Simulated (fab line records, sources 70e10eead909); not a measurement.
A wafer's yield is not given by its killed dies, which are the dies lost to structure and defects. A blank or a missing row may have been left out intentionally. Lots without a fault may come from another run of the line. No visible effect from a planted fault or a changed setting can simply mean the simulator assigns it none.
The tool behind it: which one? + flow nand_harc + Sampling: 13 lots, 38 wafers, 5 of 1302 route steps

## WHAT THE GAUGES READ, wafer by wafer
NHARC_END_SORT_01.
| lot  | measured     | on        | killed_at_array | killed_at_other | killed_at_periphery | killed_dies | killed_open | killed_short |
|------|--------------|-----------|-----------------|-----------------|---------------------|-------------|-------------|--------------|
| L773 | day 27 18:38 | prober-01 | 39 28 673       | 0 0 0           | 0 2 4               | 39 30 677   | 3 5 4       | 6 2 7        |
| L775 | day 29 01:03 | prober-02 | 669 673         | 3 0             | 5 4                 | 677 677     | 8 2         | 1 3          |

## TOOL THAT RAN EACH LOT (tool first, then ch and the chambers of the sampled wafers, then the start)
| lot  | NHARC_A_CHANNEL_HOLE_D2_ETCH_26  | NHARC_A_CHANNEL_FILL_D2_ETCHBACK_20 | NHARC_A_CHANNEL_FILL_D2_ETCHBACK_08           | NHARC_A_CHANNEL_FILL_D2_RTA_24   |
|------|----------------------------------|-------------------------------------|-----------------------------------------------|----------------------------------|
| L765 | har_etch-02 ch 0,1, day 13 02:01 | rie_diel-04 ch 0,1,3, day 14 01:24  | rie_diel-04 ch 2,3, day 15 02:11 or earlier   | rtp_anneal-02 ch 0, day 15 02:11 |
| L766 | har_etch-01 ch 0,1, day 13 17:15 | rie_diel-04 ch 1,2, day 14 20:22    | rie_diel-10 ch 0,2,3, day 15 20:20 or earlier | rtp_anneal-02 ch 0, day 15 20:20 |
| L767 | har_etch-02 ch 1, day 14 16:25   | rie_diel-10 ch 2,3, day 15 19:42    | rie_diel-04 ch 0,2, day 16 19:16 or earlier   | rtp_anneal-02 ch 0, day 16 19:16 |
| L768 | har_etch-01 ch 0,1, day 14 23:30 | rie_diel-12 ch 1,2, day 16 01:58    | rie_diel-12 ch 0,2, day 17 01:12 or earlier   | rtp_anneal-02 ch 0, day 17 01:12 |
| L771 | har_etch-02 ch 0,1, day 15 21:52 | rie_diel-10 ch 2,3, day 17 00:19    | rie_diel-10 ch 0,1, day 18 00:17 or earlier   | rtp_anneal-02 ch 0, day 18 00:17 |
| L773 | har_etch-01 ch 0,1, day 17 00:55 | rie_diel-10 ch 1,2,3, day 18 05:54  | rie_diel-10 ch 0,1,2, day 19 05:19 or earlier | rtp_anneal-02 ch 0, day 19 05:19 |
| L775 | har_etch-01 ch 1, day 17 21:25   | rie_diel-10 ch 1,2, day 19 03:46    | rie_diel-04 ch 3, day 20 03:19 or earlier     | rtp_anneal-01 ch 0, day 20 03:19 |
| L781 | har_etch-01 ch 0, day 19 20:43   | rie_diel-04 ch 0,2,3, day 20 22:27  | rie_diel-10 ch 0,3, day 21 21:35 or earlier   | rtp_anneal-01 ch 0, day 21 21:35 |
| L782 | har_etch-02 ch 0,1, day 20 14:11 | rie_diel-12 ch 0,2,3, day 21 18:10  | rie_diel-12 ch 1,2,3, day 22 18:01 or earlier | rtp_anneal-01 ch 0, day 22 18:01 |
| L784 | har_etch-01 ch 0,1, day 21 08:14 | rie_diel-04 ch 0,1,3, day 22 10:58  | rie_diel-10 ch 0,1,2, day 23 11:23 or earlier | rtp_anneal-01 ch 0, day 23 11:23 |
| L785 | har_etch-02 ch 0,1, day 22 03:04 | rie_diel-12 ch 1,3, day 23 05:17    | rie_diel-04 ch 2,3, day 24 05:00 or earlier   | rtp_anneal-01 ch 0, day 24 05:00 |
| L787 | har_etch-02 ch 0,1, day 22 15:31 | rie_diel-04 ch 0,3, day 23 18:02    | rie_diel-10 ch 0,2, day 24 17:50 or earlier   | rtp_anneal-01 ch 0, day 24 17:50 |
| L788 | har_etch-01 ch 1, day 23 13:55   | rie_diel-10 ch 0,2, day 24 15:52    | rie_diel-04 ch 1,2, day 25 22:23 or earlier   | rtp_anneal-02 ch 0, day 25 22:23 |
- NHARC_A_CHANNEL_HOLE_D2_ETCH_26: etches the open film in C4F8/O2/Ar, time 224.1 s, target depth 300 nm.
- NHARC_A_CHANNEL_FILL_D2_ETCHBACK_20: etches the open film in C4F8/O2/Ar, target depth 27 nm, time 13.5 s.
- NHARC_A_CHANNEL_FILL_D2_ETCHBACK_08: etches the open film in C4F8, target depth 220 nm, time 110 s.
- NHARC_A_CHANNEL_FILL_D2_RTA_24: time 5 s.

## AS READ BY THE TOOLS THEMSELVES (means over the sampled wafers that have a number; for cases with no such wafer, the mark the record gives instead)
NHARC_A_CHANNEL_HOLE_D2_ETCH_26.
| lot  | tool        | drypump_motor_current_A (A) | showerhead_plenum_p_Torr (Torr) | throttle_valve_pct (%) |
|------|-------------|-----------------------------|---------------------------------|------------------------|
| L765 | har_etch-02 | 5.3                         | 3.51                            | 24.587                 |
| L766 | har_etch-01 | 5.9                         | 3.67                            | 24.592                 |
| L767 | har_etch-02 | 5.5                         | 3.42                            | 24.585                 |
| L768 | har_etch-01 | 5.7                         | 3.60                            | 24.575                 |
| L771 | har_etch-02 | 5.3                         | 3.88                            | 24.589                 |
| L773 | har_etch-01 | 6.0                         | 3.65                            | 24.584                 |
| L775 | har_etch-01 | 6.2                         | 3.70                            | 24.583                 |
| L781 | har_etch-01 | 5.5                         | 3.49                            | 24.589                 |
| L782 | har_etch-02 | 5.1                         | 3.74                            | 24.587                 |
| L784 | har_etch-01 | 6.0                         | 3.61                            | 24.575                 |
| L785 | har_etch-02 | 5.1                         | 3.73                            | 24.585                 |
| L787 | har_etch-02 | 5.1                         | 3.72                            | 24.581                 |
| L788 | har_etch-01 | 6.2                         | 3.65                            | 24.576                 |

NHARC_A_CHANNEL_FILL_D2_ETCHBACK_20.
| lot  | tool        | oes_product_au (a.u.) | rf_vpp_V (V) | run_length_s (s) |
|------|-------------|-----------------------|--------------|------------------|
| L765 | rie_diel-04 | 0.964                 | 981          | 34.6             |
| L766 | rie_diel-04 | 1.006                 | 983          | 34.5             |
| L767 | rie_diel-10 | 1.012                 | 977          | 34.9             |
| L768 | rie_diel-12 | 1.008                 | 978          | 34.3             |
| L771 | rie_diel-10 | 1.003                 | 977          | 34.8             |
| L773 | rie_diel-10 | 0.996                 | 975          | 32.0             |
| L775 | rie_diel-10 | 0.992                 | 976          | 26.4             |
| L781 | rie_diel-04 | 1.003                 | 979          | 34.6             |
| L782 | rie_diel-12 | 1.005                 | 976          | 34.5             |
| L784 | rie_diel-04 | 0.973                 | 981          | 34.4             |
| L785 | rie_diel-12 | 1.001                 | 971          | 34.4             |
| L787 | rie_diel-04 | 1.005                 | 981          | 34.4             |
| L788 | rie_diel-10 | 1.002                 | 981          | 35.3             |

NHARC_A_CHANNEL_FILL_D2_ETCHBACK_08.
| lot  | tool        | oes_product_au (a.u.) | rf_vpp_V (V) | run_length_s (s) |
|------|-------------|-----------------------|--------------|------------------|
| L765 | rie_diel-04 | 0.94                  | 441.3        | 131.3            |
| L766 | rie_diel-10 | 0.93                  | 441.3        | 131.7            |
| L767 | rie_diel-04 | 1.00                  | 439.8        | 131.4            |
| L768 | rie_diel-12 | 0.94                  | 440.8        | 131.1            |
| L771 | rie_diel-10 | 0.93                  | 441.1        | 131.8            |
| L773 | rie_diel-10 | 0.99                  | 440.2        | 131.8            |
| L775 | rie_diel-04 | 1.01                  | 443.1        | 131.0            |
| L781 | rie_diel-10 | 1.00                  | 440.0        | 131.7            |
| L782 | rie_diel-12 | 0.93                  | 439.2        | 130.9            |
| L784 | rie_diel-10 | 0.93                  | 440.3        | 131.5            |
| L785 | rie_diel-04 | 1.00                  | 443.1        | 131.4            |
| L787 | rie_diel-10 | 0.98                  | 442.7        | 131.8            |
| L788 | rie_diel-04 | 0.91                  | 442.8        | 131.0            |

NHARC_A_CHANNEL_FILL_D2_RTA_24.
| lot  | tool          | lamp_power_pct (%) | lamp_zone_3_pct (%) | wafer_temp_C_max |
|------|---------------|--------------------|---------------------|------------------|
| L765 | rtp_anneal-02 | 36                 | 36                  | 1005.4           |
| L766 | rtp_anneal-02 | 36                 | 37                  | 1006.2           |
| L767 | rtp_anneal-02 | 37                 | 37                  | 1005.5           |
| L768 | rtp_anneal-02 | 36                 | 37                  | 1005.7           |
| L771 | rtp_anneal-02 | 36                 | 36                  | 1006.0           |
| L773 | rtp_anneal-02 | 36                 | 36                  | 1005.4           |
| L775 | rtp_anneal-01 | 26                 | 26                  | 1006.2           |
| L781 | rtp_anneal-01 | 26                 | 26                  | 1004.5           |
| L782 | rtp_anneal-01 | 26                 | 26                  | 1005.0           |
| L784 | rtp_anneal-01 | 26                 | 26                  | 1005.1           |
| L785 | rtp_anneal-01 | 26                 | 26                  | 1004.1           |
| L787 | rtp_anneal-01 | 26                 | 26                  | 1005.0           |
| L788 | rtp_anneal-02 | 37                 | 36                  | 1006.0           |

## THE ANSWER, worked out from the rows above alone
Rule: the usual values come from the lots themselves. Put in order of their means at a reading, lots are off if they are a third of the lots or fewer, leave a main group of 4 or more, and stand apart from it by a gap of 3 or more times the standard deviation of the main group's means; of several such gaps the widest counts. If all means in a main group match to the digits the tables above print for the reading, that group is not used. A lot without any number at a reading at which 4 lots or more have one is off too. All remaining lots with rows at the step are treated as sound. Order of review: gauges by route order, followed by the tools' own readings, for which a lot's mean as printed above is used. At the first step where some lot is off, the reading lying furthest off is the one used; lots without a number count as furthest.
Off, at NHARC_A_CHANNEL_FILL_D2_ETCHBACK_20 on run_length_s: L773, L775. For the main group the mean is 34.6 s and the standard deviation 0.28.
If a tool, at that step or one of the process steps before it, ran each lot that is off and ran no sound lot following the first of them, it fits. No candidate that was tried fits.

## WHAT WAS PUT IN BY THE SIMULATOR
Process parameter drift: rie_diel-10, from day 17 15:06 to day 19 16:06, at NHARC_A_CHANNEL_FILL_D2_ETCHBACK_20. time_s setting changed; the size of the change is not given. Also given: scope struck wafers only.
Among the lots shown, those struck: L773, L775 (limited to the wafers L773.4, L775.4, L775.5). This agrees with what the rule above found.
